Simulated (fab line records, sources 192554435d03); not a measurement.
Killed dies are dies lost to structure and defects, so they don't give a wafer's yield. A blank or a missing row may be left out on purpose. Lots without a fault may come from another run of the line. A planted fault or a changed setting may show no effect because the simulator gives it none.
fab line records | flow n5_finfet | part 1 of 2: steps 1 to 20 of 26
record lots=5 wafers=15 last_day=17
route steps=1938 shown MIM_TOP_LITHO@1843 MIM_TOP_ETCH@1851 MIM_BOT_LITHO@1854 MIM_BOT_ETCH@1866
lots that met no fault: from a run of the same line without faults
start_h: hours from the record's first day to the start of the lot's first wafer shown | wait_h: hours since the lot's step before | " the same as in the row above | L1.1+2: a row that stands for several wafers | - no value, or no start given | * or withheld: withheld | < > ~ a bound
route shown NAME@n: a module of which the file shows steps, and the number in the route of the first | usual: mean/standard deviation of fault-free wafers | same: alike in all rows | chamber/n: place in a boat | sites: the reading at each site | _std_site: their standard deviation | _edge_site: outer sites' mean less inner sites' | radius_mm: how far each site lies from the wafer's centre | mask NAME#n: copy n | behind: the tool/chamber that last shaped the wafer | hold: why the lot was held/for how many hours/how that ended | device: the transistor (n, p or np) that didn't switch | end of line: the same wafers' tests at the end of the route | a step without rows: its recipe alone | killed: dies lost to structure and defects at the first sort, not the wafer's yield | map: a wafer's dies, x killed, . not, _ none there
set.NAME: the setting as run; set.NAME@STEP: as run at that earlier step | model.NAME: the simulator's own value behind a step, which no gauge read
lots at some steps of the route; a table a step, a row a wafer
services: from which hour (start_h, from the record's first day; less than 0 if before it) a tool's chamber was out of use, for how many hours, and why
## steps
# step N5_MIM_TOP_LITHO_EXPOSE_05
# recipe mask_id=MIM_TOP na=0.55 source_shape=conventional sigma_outer=0.8 polarization=unpolarized target_cd_nm=2000 dose_mj=20.5
# usual focus_offset_nm=0.0/0.5
# columns lot.wafer tool chamber start_h wait_h mask focus_offset_nm
L074.1 krf_scanner-01 0 268.90 - MIM_TOP#0 -0.1
L074.4 " 0 " " MIM_TOP#0 0.8
L074.6 " 0 " " MIM_TOP#0 0.3
L080.1 krf_scanner-01 0 298.60 - MIM_TOP#0 0.1
L080.4 " 0 " " MIM_TOP#0 -0.4
L080.5 " 0 " " MIM_TOP#0 -1.2
L083.3 krf_scanner-01 0 315.38 - MIM_TOP#0 -0.1
L083.4 " 0 " " MIM_TOP#0 -0.2
L083.5 " 0 " " MIM_TOP#0 -0.4
L093.3 krf_scanner-02 0 387.77 - MIM_TOP#0 -0.6
L093.4 " 0 " " MIM_TOP#0 -0.8
L093.6 " 0 " " MIM_TOP#0 -1.2
L096.1 krf_scanner-01 0 400.86 - MIM_TOP#0 -0.3
L096.3 " 0 " " MIM_TOP#0 0.2
L096.4 " 0 " " MIM_TOP#0 -0.6
# step N5_MIM_TOP_LITHO_PEB_06
# recipe peb_temp_c=withheld peb_time_s=*
# usual chill_plate_temp_C=*
# columns lot.wafer tool chamber start_h wait_h chill_plate_temp_C
L074.1 litho_track-03 0 268.95 0.1 *
L074.4 " 0 " " *
L074.6 " 0 " " *
L080.1 litho_track-01 0 298.66 0.1 *
L080.4 " 0 " " *
L080.5 " 0 " " *
L083.3 litho_track-01 0 315.42 0.0 *
L083.4 " 0 " " *
L083.5 " 0 " " *
L093.3 litho_track-01 0 387.81 0.0 *
L093.4 " 0 " " *
L093.6 " 0 " " *
L096.1 litho_track-03 0 400.92 0.1 *
L096.3 " 0 " " *
L096.4 " 0 " " *
# step N5_MIM_TOP_LITHO_DEVELOP_07
# recipe develop_time_s=60 rinse_liquid=diw dry=air_spin dev_temp_c=21
# usual chill_plate_temp_C=23.00/0.099 developer_temp_C=21.00/0.11
# columns lot.wafer tool chamber start_h wait_h chill_plate_temp_C developer_temp_C
L074.1 litho_track-03 0 - - 23.13 21.19
L074.4 " 0 " " 23.13 21.20
L074.6 " 0 " " 23.19 21.17
L080.1 litho_track-01 0 - - 23.06 20.93
L080.4 " 0 " " 23.00 20.88
L080.5 " 0 " " 22.94 20.99
L083.3 litho_track-01 0 - - 22.82 20.91
L083.4 " 0 " " 22.95 21.02
L083.5 " 0 " " 22.84 21.03
L093.3 litho_track-01 0 - - 23.11 21.05
L093.4 " 0 " " 23.05 20.81
L093.6 " 0 " " 23.11 20.85
L096.1 litho_track-03 0 - - 22.79 20.99
L096.3 " 0 " " 22.80 20.79
L096.4 " 0 " " 22.87 20.84
# step N5_MIM_TOP_LITHO_HARDBAKE_09
# recipe temp_c=130 time_s=120
# usual chill_plate_temp_C=23.01/0.096 heater_power_total_W=148.1/0.9
# columns lot.wafer tool chamber start_h wait_h chill_plate_temp_C heater_power_total_W
L074.1 litho_track-03 0 - - 22.94 147.3
L074.4 " 0 " " 22.91 147.7
L074.6 " 0 " " 22.84 148.8
L080.1 litho_track-01 0 - - 23.10 146.5
L080.4 " 0 " " 23.02 146.6
L080.5 " 0 " " 23.10 148.7
L083.3 litho_track-01 0 - - 22.96 149.4
L083.4 " 0 " " 22.97 148.7
L083.5 " 0 " " 22.87 148.6
L093.3 litho_track-01 0 - - 23.19 147.7
L093.4 " 0 " " 22.94 148.4
L093.6 " 0 " " 23.00 148.5
L096.1 litho_track-03 0 - - 23.04 146.2
L096.3 " 0 " " 22.92 149.1
L096.4 " 0 " " 22.94 147.8
# step N5_MIM_TOP_LITHO_CD_MEAS_08
# recipe target_cd_nm=2000 landing_energy_ev=500 detector=se_inlens
# usual cd_nm=2000.6/1.6
# same landing_energy_ev=500
# columns lot.wafer tool chamber start_h wait_h cd_nm
L074.1 cd_sem-01 0 269.07 - 2001.8
L074.4 " 0 " " 2000.2
L074.6 " 0 " " 2002.3
L080.1 cd_sem-02 0 298.78 - 2003.1
L080.4 " 0 " " 2002.2
L080.5 " 0 " " 1999.3
L083.3 cd_sem-03 0 315.54 - 1999.2
L083.4 " 0 " " 2000.2
L083.5 " 0 " " 1997.9
L093.3 cd_sem-02 0 387.93 - 2000.3
L093.4 " 0 " " 1997.4
L093.6 " 0 " " 1999.5
L096.1 cd_sem-03 0 401.04 - 2001.5
L096.3 " 0 " " 2000.0
L096.4 " 0 " " 2001.6
# step N5_MIM_TOP_LITHO_OVL_MEAS_11
# recipe points_per_wafer=44
# usual MIM_TOP_OVL=0/4.8
# columns lot.wafer tool chamber start_h wait_h MIM_TOP_OVL[nm]
L074.1 overlay-01 0 269.10 0.0 -4
L074.4 " 0 " " 2
L074.6 " 0 " " 1
L080.1 overlay-02 0 298.81 0.0 -9
L080.4 " 0 " " -10
L080.5 " 0 " " -11
L083.3 overlay-01 0 315.57 0.0 2
L083.4 " 0 " " 2
L083.5 " 0 " " 1
L093.3 overlay-02 0 387.96 0.0 -3
L093.4 " 0 " " 1
L093.6 " 0 " " 1
L096.1 overlay-01 0 401.07 0.0 -4
L096.3 " 0 " " 0
L096.4 " 0 " " -5
# step N5_MIM_TOP_LITHO_INSPECT_12
# recipe mode=adi inspect_instrument=macro
# usual raw_defect_count=2.1/1.5
# columns lot.wafer tool chamber start_h wait_h raw_defect_count
L074.1 defect_inspect-01 - 269.13 0.0 2
L074.4 " - " " 2
L074.6 " - " " 3
L080.1 defect_inspect-02 - 298.83 0.0 1
L080.4 " - " " 0
L080.5 " - " " 1
L083.3 defect_inspect-01 - 315.60 0.0 4
L083.4 " - " " 0
L083.5 " - " " 2
L093.3 defect_inspect-02 - 387.99 0.0 3
L093.4 " - " " 0
L093.6 " - " " 4
L096.1 defect_inspect-02 - 401.09 0.0 3
L096.3 " - " " 2
L096.4 " - " " 2
# step N5_MIM_TOP_LITHO_DESCUM_10
# recipe chemistry=O2 time_s=7.9 source_power_w=50 bias_power_w=20 pressure_mtorr=20 rf_frequency_hz=2.712e+07 temp_c=40 o2_flow_sccm=225
# usual drypump_motor_current_A=5.7/0.32 o2_flow_sccm=225.0/0.71 oes_product_au=0.82/0.11 rf_vpp_V=243.2/1.5 showerhead_plenum_p_Torr=2.09/0.079 throttle_valve_pct=20.38/0.27
# columns lot.wafer tool chamber start_h wait_h drypump_motor_current_A o2_flow_sccm oes_product_au rf_hours_counter_h rf_vpp_V showerhead_plenum_p_Torr throttle_valve_pct
L074.1 rie_diel-02 3 269.16 0.0 5.6 224.3 0.71 242 242.2 2.06 20.94
L074.4 " 1 " " 5.9 226.0 0.71 241 244.3 2.15 20.70
L074.6 " 0 " " 5.6 224.6 0.67 - 243.0 2.07 20.46
L080.1 rie_diel-03 0 298.88 0.0 5.5 225.8 0.73 195 243.4 1.98 20.43
L080.4 " 3 " " 5.9 224.2 0.81 95 244.5 2.22 20.54
L080.5 " 2 " " 6.1 225.2 0.93 - 241.8 2.05 19.98
L083.3 rie_diel-06 3 315.63 0.0 5.2 224.6 0.72 218 241.3 1.98 20.29
L083.4 " 0 " " 5.8 225.0 0.69 - 243.0 2.15 20.61
L083.5 " 3 " " 5.2 225.3 0.72 - 240.8 1.98 20.29
L093.3 rie_diel-02 3 388.02 0.0 5.6 225.6 0.93 14 243.1 2.05 20.73
L093.4 " 2 " " 5.4 225.0 0.89 53 242.6 2.02 19.95
L093.6 " 1 " " 5.9 225.1 0.92 - 244.2 2.13 20.32
L096.1 rie_diel-06 2 401.12 0.0 6.2 225.0 0.83 76 243.6 2.20 20.25
L096.3 " 1 " " 5.5 222.4 0.91 32 242.7 2.06 20.47
L096.4 " 0 " " 5.8 225.3 0.97 - 243.3 2.14 20.17
# step N5_MIM_TOP_ETCH_ETCH_00
# recipe chemistry=Cl2/BCl3 target=TiN target_depth_a=385 ion_energy_ev=150 pressure_mtorr=10 icp_w=1000 bias_w=126 Cl2_flow_sccm=53.25 bcl3_flow_sccm=21.75 Ar_flow_sccm=25
# usual bias_w=126.0/0.41 drypump_motor_current_A=5.9/0.42 oes_product_au=0.86/0.091 throttle_valve_pct=22.6/0.31
# columns lot.wafer tool chamber start_h wait_h bias_w drypump_motor_current_A oes_product_au rf_hours_counter_h throttle_valve_pct
L074.1 rie_metal-01 0 269.25 0.1 126.0 6.6 0.95 4 22.5
L074.4 " 0 " " 125.8 6.6 0.95 - 22.5
L074.6 " 1 " " 125.7 5.6 0.91 - 23.0
L080.1 rie_metal-03 1 298.97 0.1 126.2 5.6 0.64 114 22.8
L080.4 " 0 " " 125.8 5.6 0.65 - 22.7
L080.5 " 1 " " 126.0 5.6 0.64 - 22.8
L083.3 rie_metal-01 1 315.76 0.1 126.2 5.6 0.89 - 23.0
L083.4 " 0 " " 126.4 6.6 0.92 - 22.5
L083.5 " 1 " " 126.2 5.5 0.87 - 23.0
L093.3 rie_metal-03 0 388.16 0.1 125.6 5.6 0.98 - 22.3
L093.4 " 1 " " 126.2 5.6 0.93 - 22.7
L093.6 " 0 " " 125.9 5.6 0.99 - 22.4
L096.1 rie_metal-02 1 401.27 0.1 125.3 5.5 0.86 16 22.6
L096.3 " 1 " " 125.9 5.5 0.87 - 22.6
L096.4 " 0 " " 126.4 5.9 0.82 - 22.1
# step N5_MIM_TOP_ETCH_STRIP_01
# recipe chemistry=O2 power_w=600 temp_c=60 pressure_mtorr=30 rf_frequency_hz=6e+07 bias_power_w=0 overash_fraction=0.5 o2_flow_sccm=225
# usual drypump_motor_current_A=5.7/0.37 o2_flow_sccm=225.1/0.74 oes_product_au=0.80/0.065 rf_vpp_V=3.8/1.4 showerhead_plenum_p_Torr=2.13/0.08 throttle_valve_pct=16.64/0.2
# columns lot.wafer tool chamber start_h wait_h drypump_motor_current_A o2_flow_sccm oes_product_au rf_hours_counter_h rf_vpp_V showerhead_plenum_p_Torr throttle_valve_pct
L074.1 rie_diel-05 1 269.39 0.1 6.1 224.6 0.76 135 4.2 2.02 16.85
L074.4 " 3 " " 6.2 225.9 0.70 249 1.8 2.13 16.73
L074.6 " 2 " " 5.3 224.6 0.78 - 2.9 2.11 16.92
L080.1 rie_diel-05 0 299.15 0.1 5.9 225.4 0.88 47 2.3 2.15 16.64
L080.4 " 1 " " 6.2 224.4 0.76 - 2.9 2.02 16.84
L080.5 " 2 " " 5.3 224.2 0.77 - 5.5 2.10 16.90
L083.3 rie_diel-05 1 315.86 0.1 6.1 224.6 0.76 153 3.9 2.02 16.88
L083.4 " 0 " " 5.9 225.9 0.86 54 3.3 2.14 16.67
L083.5 " 2 " " 5.3 224.8 0.75 - 4.9 2.10 16.91
L093.3 rie_diel-04 3 388.26 0.1 5.7 225.1 0.83 60 4.5 2.24 16.59
L093.4 " 0 " " 5.1 225.2 0.70 218 3.3 2.07 16.65
L093.6 " 2 " " 5.5 225.1 0.82 - 5.6 2.21 16.41
L096.1 rie_diel-05 2 401.41 0.1 5.3 225.3 0.75 178 4.3 2.09 16.96
L096.3 " 0 " " 5.9 226.3 0.84 81 1.2 2.13 16.68
L096.4 " 1 " " 6.1 225.5 0.74 179 3.7 2.01 16.89
# step N5_MIM_TOP_ETCH_PECVD_03
# recipe material=SiNx target_thk_a=200 temp_c=400 precursor=SiH4/NH3/N2 pressure_torr=1.5 rf_w=300 time_s=17.6
# usual heater_power_w=698/93 showerhead_plenum_p_Torr=5.16/0.068 throttle_valve_pct=40.4/2
# columns lot.wafer tool chamber start_h wait_h heater_power_w showerhead_plenum_p_Torr throttle_valve_pct
L074.1 pecvd-03 1 269.46 - 633 5.17 41.3
L074.4 " 2 " " 649 5.14 38.2
L074.6 " 1 " " 656 5.17 41.5
L080.1 pecvd-03 2 299.21 - 665 5.12 38.4
L080.4 " 2 " " 682 5.13 38.6
L080.5 " 1 " " 636 5.16 41.2
L083.3 pecvd-02 2 315.92 - 907 5.21 37.4
L083.4 " 2 " " 915 5.23 37.7
L083.5 " 1 " " 758 5.10 42.1
L093.3 pecvd-02 1 388.32 - 772 5.10 42.5
L093.4 " 0 " " 827 5.24 38.6
L093.6 " 2 " " 804 5.23 38.1
L096.1 pecvd-02 0 401.47 - 735 5.25 38.7
L096.3 " 2 " " 837 5.22 38.3
L096.4 " 2 " " 842 5.23 38.1
# step N5_MIM_BOT_LITHO_HMDS_01
# recipe time_s=60 temp_c=120
# usual chill_plate_temp_C=23.02/0.089 heater_power_total_W=196.7/2.1
# columns lot.wafer tool chamber start_h wait_h chill_plate_temp_C heater_power_total_W
L074.1 litho_track-05 0 269.53 0.0 23.20 194.7
L074.4 " 0 " " 23.07 194.0
L074.6 " 0 " " 23.11 193.9
L080.1 litho_track-04 0 299.28 0.0 22.88 193.8
L080.4 " 0 " " 22.98 198.2
L080.5 " 0 " " 22.96 199.7
L083.3 litho_track-03 0 315.99 0.1 22.90 198.2
L083.4 " 0 " " 23.02 195.8
L083.5 " 0 " " 22.96 199.7
L093.3 litho_track-05 0 388.39 0.1 23.24 195.0
L093.4 " 0 " " 23.11 194.8
L093.6 " 0 " " 22.99 198.9
L096.1 litho_track-05 0 401.54 0.0 22.94 194.1
L096.3 " 0 " " 23.05 196.0
L096.4 " 0 " " 23.08 199.7
# step N5_MIM_BOT_LITHO_COAT_02
# recipe spin_rpm=* resist_thk_nm=*
# usual chill_plate_temp_C=23.01/0.11
# columns lot.wafer tool chamber start_h wait_h chill_plate_temp_C
L074.1 litho_track-05 0 - - 22.97
L074.4 " 0 " " 23.07
L074.6 " 0 " " 23.07
L080.1 litho_track-04 0 - - 22.80
L080.4 " 0 " " 23.05
L080.5 " 0 " " 23.06
L083.3 litho_track-03 0 - - 23.03
L083.4 " 0 " " 22.94
L083.5 " 0 " " 23.16
L093.3 litho_track-05 0 - - 23.02
L093.4 " 0 " " 23.07
L093.6 " 0 " " 23.04
L096.1 litho_track-05 0 - - 23.08
L096.3 " 0 " " 23.13
L096.4 " 0 " " 23.15
# step N5_MIM_BOT_LITHO_EBR_04
# recipe solvent=PGMEA ebr_width_mm=1.5
# usual chill_plate_temp_C=23.01/0.11
# columns lot.wafer tool chamber start_h wait_h chill_plate_temp_C
L074.1 litho_track-05 0 - - 22.98
L074.4 " 0 " " 23.12
L074.6 " 0 " " 23.12
L080.1 litho_track-04 0 - - 23.15
L080.4 " 0 " " 23.08
L080.5 " 0 " " 22.84
L083.3 litho_track-03 0 - - 22.95
L083.4 " 0 " " 23.01
L083.5 " 0 " " 22.94
L093.3 litho_track-05 0 - - 23.02
L093.4 " 0 " " 22.96
L093.6 " 0 " " 22.96
L096.1 litho_track-05 0 - - 22.86
L096.3 " 0 " " 22.98
L096.4 " 0 " " 23.05
# step N5_MIM_BOT_LITHO_SOFTBAKE_03
# recipe temp_c=100 time_s=90
# usual chill_plate_temp_C=23.00/0.11 heater_power_total_W=121.2/0.59
# columns lot.wafer tool chamber start_h wait_h chill_plate_temp_C heater_power_total_W
L074.1 litho_track-05 0 - - 23.04 122.0
L074.4 " 0 " " 22.91 121.4
L074.6 " 0 " " 22.88 122.2
L080.1 litho_track-04 0 - - 22.78 121.3
L080.4 " 0 " " 23.09 120.4
L080.5 " 0 " " 22.86 120.6
L083.3 litho_track-03 0 - - 22.89 119.9
L083.4 " 0 " " 22.91 119.8
L083.5 " 0 " " 23.02 121.4
L093.3 litho_track-05 0 - - 22.80 121.3
L093.4 " 0 " " 22.99 120.7
L093.6 " 0 " " 22.68 121.4
L096.1 litho_track-05 0 - - 22.93 120.9
L096.3 " 0 " " 22.92 120.6
L096.4 " 0 " " 22.89 120.5
# step N5_MIM_BOT_LITHO_EXPOSE_05
# recipe mask_id=MIM_BOT na=0.55 source_shape=conventional sigma_outer=0.8 polarization=unpolarized dose_mj=24.25
# usual focus_offset_nm=0.1/0.48
# columns lot.wafer tool chamber start_h wait_h mask focus_offset_nm
L074.1 krf_scanner-01 0 273.38 - MIM_BOT#0 0.3
L074.4 " 0 " " MIM_BOT#0 -0.1
L074.6 " 0 " " MIM_BOT#0 -0.6
L080.1 krf_scanner-01 0 299.51 - MIM_BOT#0 0.1
L080.4 " 0 " " MIM_BOT#0 -0.2
L080.5 " 0 " " MIM_BOT#0 0.1
L083.3 krf_scanner-01 0 316.24 - MIM_BOT#0 0.2
L083.4 " 0 " " MIM_BOT#0 0.2
L083.5 " 0 " " MIM_BOT#0 0.1
L093.3 krf_scanner-02 0 388.51 - MIM_BOT#0 0.5
L093.4 " 0 " " MIM_BOT#0 -0.1
L093.6 " 0 " " MIM_BOT#0 0.6
L096.1 krf_scanner-01 0 401.78 - MIM_BOT#0 0.4
L096.3 " 0 " " MIM_BOT#0 0.2
L096.4 " 0 " " MIM_BOT#0 -0.1
# step N5_MIM_BOT_LITHO_PEB_06
# recipe peb_temp_c=withheld peb_time_s=*
# usual chill_plate_temp_C=*
# columns lot.wafer tool chamber start_h wait_h chill_plate_temp_C
L074.1 litho_track-05 0 273.44 0.1 *
L074.4 " 0 " " *
L074.6 " 0 " " *
L080.1 litho_track-05 0 299.57 0.1 *
L080.4 " 0 " " *
L080.5 " 0 " " *
L083.3 litho_track-03 0 316.28 0.0 *
L083.4 " 0 " " *
L083.5 " 0 " " *
L093.3 litho_track-05 0 388.56 0.0 *
L093.4 " 0 " " *
L093.6 " 0 " " *
L096.1 litho_track-05 0 401.83 0.1 *
L096.3 " 0 " " *
L096.4 " 0 " " *
# step N5_MIM_BOT_LITHO_DEVELOP_07
# recipe develop_time_s=60 rinse_liquid=diw dry=air_spin dev_temp_c=21
# usual chill_plate_temp_C=23.00/0.099 developer_temp_C=20.99/0.1
# columns lot.wafer tool chamber start_h wait_h chill_plate_temp_C developer_temp_C
L074.1 litho_track-05 0 - - 22.95 21.12
L074.4 " 0 " " 23.02 20.92
L074.6 " 0 " " 23.06 21.13
L080.1 litho_track-05 0 - - 23.09 20.99
L080.4 " 0 " " 23.07 20.98
L080.5 " 0 " " 22.98 20.93
L083.3 litho_track-03 0 - - 22.82 21.10
L083.4 " 0 " " 23.05 21.24
L083.5 " 0 " " 22.82 21.07
L093.3 litho_track-05 0 - - 23.13 20.91
L093.4 " 0 " " 23.02 20.73
L093.6 " 0 " " 22.98 20.94
L096.1 litho_track-05 0 - - 23.07 20.92
L096.3 " 0 " " 22.80 20.98
L096.4 " 0 " " 23.04 21.02
# step N5_MIM_BOT_LITHO_HARDBAKE_09
# recipe temp_c=130 time_s=120
# usual chill_plate_temp_C=23.02/0.12 heater_power_total_W=148.1/0.88
# columns lot.wafer tool chamber start_h wait_h chill_plate_temp_C heater_power_total_W
L074.1 litho_track-05 0 - - 22.81 149.4
L074.4 " 0 " " 22.96 147.5
L074.6 " 0 " " 23.06 148.1
L080.1 litho_track-05 0 - - 23.07 148.8
L080.4 " 0 " " 22.95 146.4
L080.5 " 0 " " 22.97 146.7
L083.3 litho_track-03 0 - - 23.01 147.8
L083.4 " 0 " " 23.03 147.7
L083.5 " 0 " " 22.99 148.2
L093.3 litho_track-05 0 - - 23.24 148.2
L093.4 " 0 " " 23.15 146.3
L093.6 " 0 " " 23.24 146.5
L096.1 litho_track-05 0 - - 23.10 146.2
L096.3 " 0 " " 23.01 148.2
L096.4 " 0 " " 23.02 148.7
# step N5_MIM_BOT_LITHO_CD_MEAS_08
# recipe target_cd_nm=3000 landing_energy_ev=500 detector=se_inlens polarity=opening
# usual cd_nm=2998.8/1.8
# same landing_energy_ev=500
# columns lot.wafer tool chamber start_h wait_h cd_nm
L074.1 cd_sem-02 0 273.56 - 3000.5
L074.4 " 0 " " 3002.8
L074.6 " 0 " " 3000.7
L080.1 cd_sem-01 0 299.69 - 2997.8
L080.4 " 0 " " 3001.6
L080.5 " 0 " " 2998.5
L083.3 cd_sem-01 0 316.40 - 2998.5
L083.4 " 0 " " 2996.4
L083.5 " 0 " " 2998.7
L093.3 cd_sem-03 0 388.68 - 3003.7
L093.4 " 0 " " 3000.2
L093.6 " 0 " " 3000.7
L096.1 cd_sem-03 0 401.95 - 2996.6
L096.3 " 0 " " 3001.9
L096.4 " 0 " " 2997.5
